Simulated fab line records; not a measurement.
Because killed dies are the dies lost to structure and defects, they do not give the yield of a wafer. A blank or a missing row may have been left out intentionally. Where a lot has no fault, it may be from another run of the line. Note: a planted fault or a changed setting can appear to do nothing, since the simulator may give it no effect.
fab line records ; flow n5-finfet
record: lots: 6; wafers: 18; last-day: 18
route steps=1938 shown SD_EPI_N@269
lots untouched by any fault: they come from a run of this same line in which no faults occurred
start-h: hours from the record's opening day to when the first of the lot's shown wafers began ; wait-h: hours from the lot's prior step to this one ; " the same as in the row above ; L1.1+2: several wafers, shown together as one row ; - either no value or no given start ; * or withheld: withheld ; < > ~ a bound
route shown NAME@n: NAME is a module with steps in the file, n the number in the route of the first one ; usual: mean/standard deviation of fault-free wafers ; same: alike in all rows ; chamber/n: place in a boat ; sites: each site's reading ; _std_site: standard deviation of those values ; _edge_site: mean of outer sites minus mean of inner sites ; radius-mm: how far each site lies from the wafer's centre ; mask NAME#n: copy n ; behind: the most recent tool/chamber to have shaped the wafer ; hold: cause of the lot's hold/its duration in hours/its outcome ; device: names the non-switching transistor (n, p or np) ; end of line: tests run on the same wafers once the route is complete ; where a step has no rows: the recipe by itself ; killed: dies that structure and defects cost at the first sort, which is not the same as the wafer's yield ; map: the dies of a wafer, with x for killed, . for not killed, _ for no die there
set.NAME: the setting as run; set.NAME@STEP: as run at that earlier step ; model.NAME: the simulator's own value behind a step, which no gauge read
lots seen at some steps along the route; tables by step, rows by wafer
services: from which hour (start-h, from the record's first day; less than 0 if before it) a tool's chamber was out of use, for how many hours, and why
== steps ==
step: N5_SD_EPI_N_DEVELOP_08
recipe: develop-time-s: 30; developer: TMAH; resist: CAR-ArF-block; dev-temp-c: 23; rinse-liquid: diw; dry: air-spin
step: N5_SD_EPI_N_CD_MEAS_09
recipe: target-cd-nm: 120; landing-energy-ev: 500; detector: se-inlens
usual: cd-nm: 120.2/0.54
lot.wafer;tool;chamber;start-h;wait-h;cd-nm
L408.2;cd-sem-03;0;66.61;-;119.9
L408.3;cd-sem-03;0;66.61;-;120.3
L408.5;cd-sem-03;0;66.61;-;120.6
L411.2;cd-sem-02;0;86.99;-;120.5
L411.4;cd-sem-02;0;86.99;-;120.5
L411.6;cd-sem-02;0;86.99;-;120.3
L417.2;cd-sem-02;0;125.89;-;120.1
L417.4;cd-sem-02;0;125.89;-;120.4
L417.6;cd-sem-02;0;125.89;-;120.2
L421.1;cd-sem-01;0;144.23;-;120.9
L421.2;cd-sem-01;0;144.23;-;119.4
L421.5;cd-sem-01;0;144.23;-;119.7
L424.1;cd-sem-03;0;163.79;-;120.6
L424.5;cd-sem-03;0;163.79;-;119.3
L424.6;cd-sem-03;0;163.79;-;120.2
L427.3;cd-sem-03;0;181.58;-;120.6
L427.4;cd-sem-03;0;181.58;-;119.9
L427.6;cd-sem-03;0;181.58;-;120.3
step: N5_SD_EPI_N_OVL_MEAS_10
recipe: points-per-wafer: 44
usual: SD_N_BLK_OVL: -0.2/0.71
lot.wafer;tool;chamber;start-h;wait-h;SD_N_BLK_OVL[nm]
L408.2;overlay-01;0;66.63;0.0;0.2
L408.3;overlay-01;0;66.63;0.0;-0.6
L408.5;overlay-01;0;66.63;0.0;-0.7
L411.2;overlay-01;0;87.02;0.0;0.2
L411.4;overlay-01;0;87.02;0.0;-0.2
L411.6;overlay-01;0;87.02;0.0;1.2
L417.2;overlay-02;0;125.92;0.0;-0.1
L417.4;overlay-02;0;125.92;0.0;-0.6
L417.6;overlay-02;0;125.92;0.0;-0.9
L421.1;overlay-01;0;144.26;0.0;1.5
L421.2;overlay-01;0;144.26;0.0;0.7
L421.5;overlay-01;0;144.26;0.0;1.0
L424.1;overlay-01;0;163.82;0.0;0.9
L424.5;overlay-01;0;163.82;0.0;-0.3
L424.6;overlay-01;0;163.82;0.0;0.3
L427.3;overlay-01;0;181.60;0.0;-0.6
L427.4;overlay-01;0;181.60;0.0;-0.8
L427.6;overlay-01;0;181.60;0.0;-0.9
step: N5_SD_EPI_N_INSPECT_11
recipe: mode: adi; inspect-instrument: macro
usual: raw-defect-count: 1.9/1.4
lot.wafer;tool;chamber;start-h;wait-h;raw-defect-count
L408.2;defect-inspect-02;-;66.66;0.0;0
L408.3;defect-inspect-02;-;66.66;0.0;3
L408.5;defect-inspect-02;-;66.66;0.0;0
L411.2;defect-inspect-01;-;87.04;0.0;5
L411.4;defect-inspect-01;-;87.04;0.0;1
L411.6;defect-inspect-01;-;87.04;0.0;2
L417.2;defect-inspect-02;-;125.94;0.0;3
L417.4;defect-inspect-02;-;125.94;0.0;2
L417.6;defect-inspect-02;-;125.94;0.0;0
L421.1;defect-inspect-01;-;144.28;0.0;3
L421.2;defect-inspect-01;-;144.28;0.0;4
L421.5;defect-inspect-01;-;144.28;0.0;2
L424.1;defect-inspect-01;-;163.84;0.0;2
L424.5;defect-inspect-01;-;163.84;0.0;1
L424.6;defect-inspect-01;-;163.84;0.0;3
L427.3;defect-inspect-02;-;181.63;0.0;1
L427.4;defect-inspect-02;-;181.63;0.0;3
L427.6;defect-inspect-02;-;181.63;0.0;4
step: N5_SD_EPI_N_DESCUM_14
recipe: chemistry: O2; time-s: 7.9; source-power-w: 50; bias-power-w: 20; pressure-mtorr: 20; rf-frequency-hz: 2.712e+07; temp-c: 40; resist: CAR-ArF-block; o2-flow-sccm: 225
usual: drypump-motor-current-A: 5.6/0.32; oes-product-au: 0.80/0.062; rf-vpp-V: 243.1/1.2; showerhead-plenum-p-Torr: 2.09/0.061; throttle-valve-pct: 20.54/0.22
lot.wafer;tool;chamber;start-h;wait-h;drypump-motor-current-A;oes-product-au;rf-hours-counter-h;rf-vpp-V;showerhead-plenum-p-Torr;throttle-valve-pct
L408.2;rie-diel-02;2;66.69;0.0;5.3;0.75;166;242.7;2.00;20.87
L408.3;rie-diel-02;1;66.69;0.0;5.2;0.81;105;243.1;2.12;20.47
L408.5;rie-diel-02;1;66.69;0.0;5.2;0.81;-;241.6;2.12;20.48
L411.2;rie-diel-02;0;87.36;0.3;6.2;0.81;123;242.0;2.01;20.23
L411.4;rie-diel-02;2;87.36;0.3;5.3;0.73;-;241.0;2.00;20.88
L411.6;rie-diel-02;1;87.36;0.3;5.2;0.80;-;243.7;2.12;20.49
L417.2;rie-diel-01;0;125.98;0.0;5.7;0.86;54;243.0;2.12;20.49
L417.4;rie-diel-01;3;125.98;0.0;5.7;0.75;168;245.4;2.08;20.57
L417.6;rie-diel-01;1;125.98;0.0;5.7;0.95;-;244.0;2.13;20.23
L421.1;rie-diel-01;3;144.46;0.2;5.7;0.76;175;243.5;2.07;20.58
L421.2;rie-diel-01;1;144.46;0.2;5.7;0.95;16;242.5;2.13;20.23
L421.5;rie-diel-01;1;144.46;0.2;5.7;0.95;-;242.9;2.13;20.23
L424.1;rie-diel-02;0;163.88;0.0;6.2;0.77;149;240.9;2.01;20.27
L424.5;rie-diel-02;0;163.88;0.0;6.2;0.78;-;242.6;2.01;20.27
L424.6;rie-diel-02;3;163.88;0.0;5.1;0.74;-;243.9;2.19;20.96
L427.3;rie-diel-01;1;181.66;0.0;5.7;0.92;29;244.7;2.12;20.23
L427.4;rie-diel-01;2;181.66;0.0;5.7;0.80;100;242.8;2.12;20.61
L427.6;rie-diel-01;0;181.66;0.0;5.7;0.84;-;245.4;2.12;20.54
step: N5_SD_EPI_N_ETCH_34
recipe: chemistry: CF4; target: SiARC; target-depth-a: 455; mask-material: CAR-ArF-block; time-s: 75.8; ion-energy-ev: 80; pressure-mtorr: 40; source-w: 545; bias-w: 36; Ar_flow_sccm: 100; cf4-flow-sccm: 100; ends: cleared
usual: drypump-motor-current-A: 5.6/0.33; etch-rf-on-time-s: 75.4/1.3; oes-product-au: 0.68/0.051; rf-vpp-V: 184.1/1; showerhead-plenum-p-Torr: 2.14/0.053; throttle-valve-pct: 15.71/0.19
lot.wafer;tool;chamber;start-h;wait-h;drypump-motor-current-A;etch-rf-on-time-s;oes-product-au;rf-hours-counter-h;rf-vpp-V;showerhead-plenum-p-Torr;throttle-valve-pct
L408.2;rie-diel-02;2;66.73;0.0;5.3;75.1;0.64;166;181.8;2.06;16.08
L408.3;rie-diel-02;1;66.73;0.0;5.2;76.0;0.68;105;184.1;2.16;15.56
L408.5;rie-diel-02;1;66.73;0.0;5.2;76.0;0.68;-;184.9;2.16;15.55
L411.2;rie-diel-02;0;87.39;0.0;6.1;75.1;0.68;123;183.8;2.07;15.49
L411.4;rie-diel-02;2;87.39;0.0;5.3;75.8;0.62;-;184.0;2.06;16.07
L411.6;rie-diel-02;1;87.39;0.0;5.2;75.6;0.68;-;185.4;2.16;15.57
L417.2;rie-diel-01;0;126.01;0.0;5.7;76.0;0.73;54;185.0;2.17;15.58
L417.4;rie-diel-01;3;126.01;0.0;5.7;72.6;0.65;168;181.9;2.13;15.81
L417.6;rie-diel-01;1;126.01;0.0;5.8;74.7;0.82;-;184.3;2.19;15.48
L421.1;rie-diel-01;3;144.49;0.0;5.7;73.1;0.64;175;183.1;2.13;15.83
L421.2;rie-diel-01;1;144.49;0.0;5.7;74.7;0.80;16;185.3;2.19;15.48
L421.5;rie-diel-01;1;144.49;0.0;5.7;74.8;0.80;-;185.4;2.19;15.49
L424.1;rie-diel-02;0;163.91;0.0;6.1;76.1;0.66;149;184.2;2.06;15.56
L424.5;rie-diel-02;0;163.91;0.0;6.1;76.0;0.66;-;183.5;2.06;15.56
L424.6;rie-diel-02;3;163.91;0.0;5.1;76.4;0.63;-;184.0;2.22;16.00
L427.3;rie-diel-01;1;181.70;0.0;5.7;74.7;0.77;29;184.1;2.18;15.51
L427.4;rie-diel-01;2;181.70;0.0;5.7;75.2;0.68;100;186.0;2.16;15.71
L427.6;rie-diel-01;0;181.70;0.0;5.7;76.7;0.70;-;183.8;2.16;15.61
step: N5_SD_EPI_N_ETCH_35
recipe: chemistry: N2/H2; target: SOC; overetch-a: 1080; mask-material: SiARC; temp-c: 40; ion-energy-ev: 100; source-w: 3000; bias-w: 133; pressure-mtorr: 20; time-s: 486; n2-flow-sccm: 200; h2-flow-sccm: 200
step: N5_SD_EPI_N_STRIP_36
recipe: chemistry: N2/H2; temp-c: 40; n2-flow-sccm: 200; h2-flow-sccm: 200; rf-frequency-hz: 6e+07
step: N5_SD_EPI_N_ETCHBACK_44
recipe: chemistry: CH3F/O2; mode: anisotropic-etchback; target: SiNx; target-depth-a: 145; stop-on: SiO2; over-etch-frac: 0.3; ion-energy-ev: 120; pressure-mtorr: 30; source-w: 395; bias-w: 73; Ar_flow_sccm: 150; CH3F_flow_sccm: 30; O2_flow_sccm: 20
step: N5_SD_EPI_N_ETCH_45
recipe: chemistry: CH3F/O2; target: SiOCN; target-depth-a: 60; mask-material: SOC; ion-energy-ev: 60; bias-w: 29; pressure-mtorr: 15; source-w: 410; Ar_flow_sccm: 150; CH3F_flow_sccm: 30; O2_flow_sccm: 20
usual: O2_flow_sccm: 20.01/0.058; drypump-motor-current-A: 5.6/0.32; oes-product-au: 0.79/0.06; rf-vpp-V: 127.4/0.95; showerhead-plenum-p-Torr: 2.00/0.054; throttle-valve-pct: 23.46/0.19
lot.wafer;tool;chamber;start-h;wait-h;O2_flow_sccm;drypump-motor-current-A;oes-product-au;rf-hours-counter-h;rf-vpp-V;showerhead-plenum-p-Torr;throttle-valve-pct
L408.2;rie-diel-02;2;67.21;0.1;20.11;5.3;0.75;166;128.4;1.91;23.78
L408.3;rie-diel-02;1;67.21;0.1;20.03;5.2;0.80;105;127.0;2.01;23.34
L408.5;rie-diel-02;1;67.21;0.1;20.06;5.2;0.80;-;129.2;2.01;23.30
L411.2;rie-diel-02;0;87.87;0.1;20.05;6.2;0.80;123;126.1;1.93;23.15
L411.4;rie-diel-02;2;87.87;0.1;20.02;5.3;0.74;-;127.8;1.90;23.76
L411.6;rie-diel-02;1;87.87;0.1;20.04;5.3;0.80;-;127.6;2.01;23.34
L417.2;rie-diel-01;0;126.49;0.1;19.95;5.8;0.85;54;128.1;2.03;23.50
L417.4;rie-diel-01;3;126.49;0.1;19.97;5.7;0.76;168;125.6;1.99;23.53
L417.6;rie-diel-01;1;126.49;0.1;20.05;5.7;0.97;-;127.9;2.04;23.22
L421.1;rie-diel-01;3;144.97;0.1;19.99;5.7;0.75;175;128.2;1.99;23.53
L421.2;rie-diel-01;1;144.97;0.1;20.05;5.7;0.93;16;128.4;2.04;23.22
L421.5;rie-diel-01;1;144.97;0.1;20.00;5.7;0.94;-;128.7;2.04;23.22
L424.1;rie-diel-02;0;164.39;0.1;20.06;6.2;0.77;149;127.4;1.92;23.17
L424.5;rie-diel-02;0;164.39;0.1;20.01;6.2;0.77;-;126.3;1.92;23.19
L424.6;rie-diel-02;3;164.39;0.1;20.05;5.1;0.74;-;130.7;2.07;23.79
L427.3;rie-diel-01;1;182.18;0.1;20.06;5.7;0.91;29;128.5;2.03;23.25
L427.4;rie-diel-01;2;182.18;0.1;20.00;5.7;0.80;101;128.4;2.01;23.43
L427.6;rie-diel-01;0;182.18;0.1;20.01;5.7;0.82;-;127.1;2.02;23.53
step: N5_SD_EPI_N_ETCH_16
recipe: chemistry: CHF3/O2; target: SiO2; target-depth-a: 50; mask-material: SOC; pressure-mtorr: 30; source-w: 650; bias-w: 170; Ar_flow_sccm: 200; CHF3_flow_sccm: 50; O2_flow_sccm: 5; ion-energy-ev: 200
usual: CHF3_flow_sccm: 50.00/0.13; O2_flow_sccm: 5.000/0.015; drypump-motor-current-A: 5.6/0.32; oes-product-au: 0.79/0.06; rf-vpp-V: 525/10; showerhead-plenum-p-Torr: 2.41/0.061; throttle-valve-pct: 19.03/0.17
lot.wafer;tool;chamber;start-h;wait-h;CHF3_flow_sccm;O2_flow_sccm;drypump-motor-current-A;oes-product-au;rf-hours-counter-h;rf-vpp-V;showerhead-plenum-p-Torr;throttle-valve-pct
L408.2;rie-diel-02;2;67.31;0.1;49.87;4.992;5.3;0.74;166;537;2.31;19.32
L408.3;rie-diel-02;1;67.31;0.1;49.93;5.024;5.2;0.81;105;517;2.43;18.85
L408.5;rie-diel-02;1;67.31;0.1;50.11;5.016;5.2;0.80;-;516;2.43;18.85
L411.2;rie-diel-02;0;87.97;0.1;49.92;5.026;6.1;0.80;123;515;2.34;18.81
L411.4;rie-diel-02;2;87.97;0.1;49.79;5.019;5.3;0.73;-;540;2.31;19.34
L411.6;rie-diel-02;1;87.97;0.1;50.06;5.007;5.2;0.79;-;517;2.43;18.87
L417.2;rie-diel-01;0;126.59;0.1;50.07;4.999;5.8;0.84;54;528;2.45;18.97
L417.4;rie-diel-01;3;126.59;0.1;50.06;5.053;5.7;0.75;168;530;2.40;19.12
L417.6;rie-diel-01;1;126.59;0.1;50.22;5.012;5.8;0.95;-;534;2.47;18.80
L421.1;rie-diel-01;3;145.07;0.1;50.02;5.015;5.7;0.75;175;530;2.40;19.13
L421.2;rie-diel-01;1;145.07;0.1;50.13;4.995;5.7;0.93;16;536;2.46;18.81
L421.5;rie-diel-01;1;145.07;0.1;50.21;5.007;5.7;0.93;-;536;2.46;18.82
L424.1;rie-diel-02;0;164.49;0.1;50.03;5.006;6.1;0.78;149;514;2.33;18.87
L424.5;rie-diel-02;0;164.49;0.1;50.05;5.001;6.1;0.77;-;515;2.33;18.87
L424.6;rie-diel-02;3;164.49;0.1;49.83;5.005;5.1;0.75;-;541;2.50;19.31
L427.3;rie-diel-01;1;182.28;0.1;49.82;5.006;5.7;0.90;29;535;2.46;18.84
L427.4;rie-diel-01;2;182.28;0.1;50.01;5.006;5.7;0.79;101;515;2.42;18.98
L427.6;rie-diel-01;0;182.28;0.1;50.10;4.992;5.8;0.82;-;527;2.44;19.00
step: N5_SD_EPI_N_STRIP_47
recipe: chemistry: CHF3/O2; resist: SiARC; rf-frequency-hz: 6e+07
step: N5_SD_EPI_N_SD_RECESS_17
recipe: chemistry: HBr/Cl2/O2; target-depth-a: 410; mask-material: SOC; time-s: 23.7; bt-time-s: 3; pressure-mtorr: 10; icp-w: 800; bias-w: 112; HBr_flow_sccm: 150; Cl2_flow_sccm: 80; O2_flow_sccm: 12
usual: O2_flow_sccm: 12.00/0.039; drypump-motor-current-A: 5.7/0.5; oes-product-au: 0.999/0.017; throttle-valve-pct: 37.0/0.4
lot.wafer;tool;chamber;start-h;wait-h;O2_flow_sccm;drypump-motor-current-A;oes-product-au;rf-hours-counter-h;throttle-valve-pct;model.etch.depth-nm;model.Si_of_WELL_APT_EPI_41.thk-nm;model.SD_EPI_N.feature-depth-nm
L408.2;rie-si-04;1;67.38;0.0;12.01;5.9;0.995;19;37.6;41.73;8.4;41.8
L408.3;rie-si-04;0;67.38;0.0;12.00;4.7;1.011;13;36.8;41.18;8.6;41.2
L408.5;rie-si-04;3;67.38;0.0;11.95;5.4;0.989;-;37.2;41.04;9;41
L411.2;rie-si-04;3;88.04;0.0;11.92;5.4;0.978;56;37.2;40.52;9.8;40.6
L411.4;rie-si-04;2;88.04;0.0;12.04;4.9;1.005;79;36.8;41.17;9.6;41.2
L411.6;rie-si-04;0;88.04;0.0;11.94;4.7;1.005;-;36.8;40.8;10;40.8
L417.2;rie-si-04;3;126.66;0.0;11.91;5.4;0.942;56;37.3;33.52;16.8;33.6
L417.4;rie-si-04;1;126.66;0.0;12.03;5.9;1.007;20;37.6;42.44;7.4;42.4
L417.6;rie-si-04;1;126.66;0.0;12.05;5.9;1.008;-;37.6;42.05;8;42
L421.1;rie-si-04;3;145.14;0.0;11.99;5.4;1.001;57;37.2;40.97;8;41
L421.2;rie-si-04;1;145.14;0.0;11.99;5.9;0.962;20;37.6;35.32;14.4;35.4
L421.5;rie-si-04;2;145.14;0.0;12.00;4.9;0.966;-;36.9;34.75;14.4;34.8
L424.1;rie-si-05;0;164.57;0.0;11.94;6.3;0.997;10;36.7;41.19;7.6;41.2
L424.5;rie-si-05;1;164.57;0.0;11.96;6.4;0.980;-;36.3;40.65;8;40.6
L424.6;rie-si-05;3;164.57;0.0;11.96;5.6;0.996;-;37.0;41.66;6.6;41.6
L427.3;rie-si-05;1;182.35;0.0;11.99;6.4;0.983;108;36.3;40.29;9.2;40.2
L427.4;rie-si-05;0;182.35;0.0;12.00;6.3;0.999;10;36.7;41.2;8;41.2
L427.6;rie-si-05;3;182.35;0.0;12.05;5.6;1.000;-;37.0;41.39;8.8;41.4
step: N5_SD_EPI_N_STRIP_38
recipe: chemistry: N2/H2; power-w: 1000; temp-c: 250; h2-frac: 0.65; overash-fraction: 0.3; pressure-mtorr: withheld; n2-flow-sccm: 1750; h2-flow-sccm: 3250
usual: drypump-motor-current-A: 5.21/0.26; heater-power-w: 340/40; n2-flow-sccm: 1750/5.2; oes-product-au: 0.760/0.011
lot.wafer;tool;chamber;start-h;wait-h;drypump-motor-current-A;heater-power-w;n2-flow-sccm;oes-product-au;rf-hours-counter-h
L408.2;plasma-asher-02;0;67.47;0.1;5.36;390;1752;0.751;88
L408.3;plasma-asher-02;1;67.47;0.1;5.19;352;1748;0.759;-
L408.5;plasma-asher-02;1;67.47;0.1;5.22;347;1749;0.729;-
L411.2;plasma-asher-01;0;88.14;0.1;4.83;335;1758;0.756;39
L411.4;plasma-asher-01;0;88.14;0.1;4.82;341;1749;0.760;-
L411.6;plasma-asher-01;1;88.14;0.1;5.43;286;1758;0.769;-
L417.2;plasma-asher-01;1;126.76;0.1;5.47;278;1758;0.762;46
L417.4;plasma-asher-01;1;126.76;0.1;5.48;280;1756;0.747;-
L417.6;plasma-asher-01;1;126.76;0.1;5.49;286;1754;0.756;-
L421.1;plasma-asher-01;1;145.24;0.1;5.47;287;1748;0.746;50
L421.2;plasma-asher-01;0;145.24;0.1;4.84;340;1755;0.785;50
L421.5;plasma-asher-01;0;145.24;0.1;4.82;327;1749;0.760;-
L424.1;plasma-asher-01;1;164.67;0.1;5.44;289;1750;0.755;54
L424.5;plasma-asher-01;0;164.67;0.1;4.77;338;1746;0.759;-
L424.6;plasma-asher-01;1;164.67;0.1;5.48;280;1749;0.750;-
L427.3;plasma-asher-02;1;182.47;0.1;5.17;352;1749;0.766;-
L427.4;plasma-asher-02;0;182.47;0.1;5.41;398;1746;0.766;-
L427.6;plasma-asher-02;1;182.47;0.1;5.17;350;1752;0.759;-
step: N5_SD_EPI_N_WET_ETCH_43
recipe: chemistry: dHF; dilution: withheld; time-s: 14; target: SiO2; target-depth-a: 15; temp-c: 25
step: N5_SD_EPI_N_STRIP_18
recipe: chemistry: SPM; time-s: 750; temp-c: 130; h2so4-h2o2-vol-ratio: 4
usual: bath-guard-temp-C: 130.1/0.55
lot.wafer;tool;chamber;start-h;wait-h;bath-guard-temp-C;model.Si_of_WELL_APT_EPI_41.thk-nm
L408.2;wet-bench-06;4;67.58;0.0;130.1;8
L408.3;wet-bench-06;0;67.58;0.0;130.6;8.4
L408.5;wet-bench-06;3;67.58;0.0;129.7;8.8
L411.2;wet-bench-02;5;88.23;0.0;130.4;9.4
L411.4;wet-bench-02;3;88.23;0.0;130.8;9.2
L411.6;wet-bench-02;7;88.23;0.0;129.3;9.6
L417.2;wet-bench-06;7;126.85;0.0;129.7;16.4
L417.4;wet-bench-06;0;126.85;0.0;130.4;7.2
L417.6;wet-bench-06;2;126.85;0.0;131.3;7.6
L421.1;wet-bench-06;6;145.33;0.0;130.3;7.6
L421.2;wet-bench-06;7;145.33;0.0;129.8;14.2
L421.5;wet-bench-06;1;145.33;0.0;129.6;14.2
L424.1;wet-bench-04;3;164.76;0.0;130.0;7.2
L424.5;wet-bench-04;0;164.76;0.0;129.5;7.6
L424.6;wet-bench-04;2;164.76;0.0;129.7;6.2
L427.3;wet-bench-02;5;182.55;0.0;130.5;9
L427.4;wet-bench-02;7;182.55;0.0;128.9;7.6
L427.6;wet-bench-02;6;182.55;0.0;130.2;8.4
step: N5_SD_EPI_N_SRD_20
recipe: dry: ipa-marangoni; do-ppb: 5; time-s: 30; temp-c: 23; rinse-liquid: diw
== services ==
tool;chamber;start-h;hours;kind
rie-diel-01;1;72.25;-;clean
rie-diel-01;1;72.25;-;consumable-replace:esc
rie-diel-01;1;72.25;-;consumable-replace:focus-ring
rie-diel-01;1;72.25;27.6;scheduled-down
rie-diel-01;1;72.25;27.6;vent-cycle
rie-si-05;3;82.56;-;clean
rie-si-05;3;82.56;20.1;scheduled-down
rie-si-05;3;82.56;20.1;vent-cycle
rie-diel-01;2;84.59;4.7;repair
rie-diel-02;0;92.12;4.1;repair
wet-bench-04;-;142.64;4.4;pm
plasma-asher-02;-;158.03;2.8;pm
rie-si-05;2;161.47;5.7;repair
rie-diel-02;2;173.19;5.9;repair
== key ==
first-sign: step: N5_SD_EPI_N_SD_RECESS_17; reading: oes-product-au; direction: down; sigmas: 2.6; usual: 0.999; struck: 0.957
effect none on later readings
model-effect: step: N5_SD_EPI_N_SD_RECESS_17; value: etch.depth-nm; without: 41.89; struck: 34.53
model-effect: step: N5_SD_EPI_N_STRIP_18; value: Si_of_WELL_APT_EPI_41.thk-nm; without: 7.6; struck: 14.93
met-at N5_SD_EPI_N_SD_RECESS_17
struck-wafers L417.2,L421.2,L421.5
tester-left-out L417,L421
onset-between 88.04 126.66
fault: kind: process-parameter-drift; tool: rie-si-04; chamber: -; onset-h: 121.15; steps: N5_SD_EPI_N_SD_RECESS_17; channel: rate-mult; offset: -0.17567; shape: step; end-h: 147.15; scope: struck-wafers-only
tester-left-out: of these lots the tester's yield and bins aren't shown, on N5 and GAA mostly nor the transistor test; their killed dies are dies lost to structure and defects alone, not to doping, threshold or leakage, so they don't give the yield
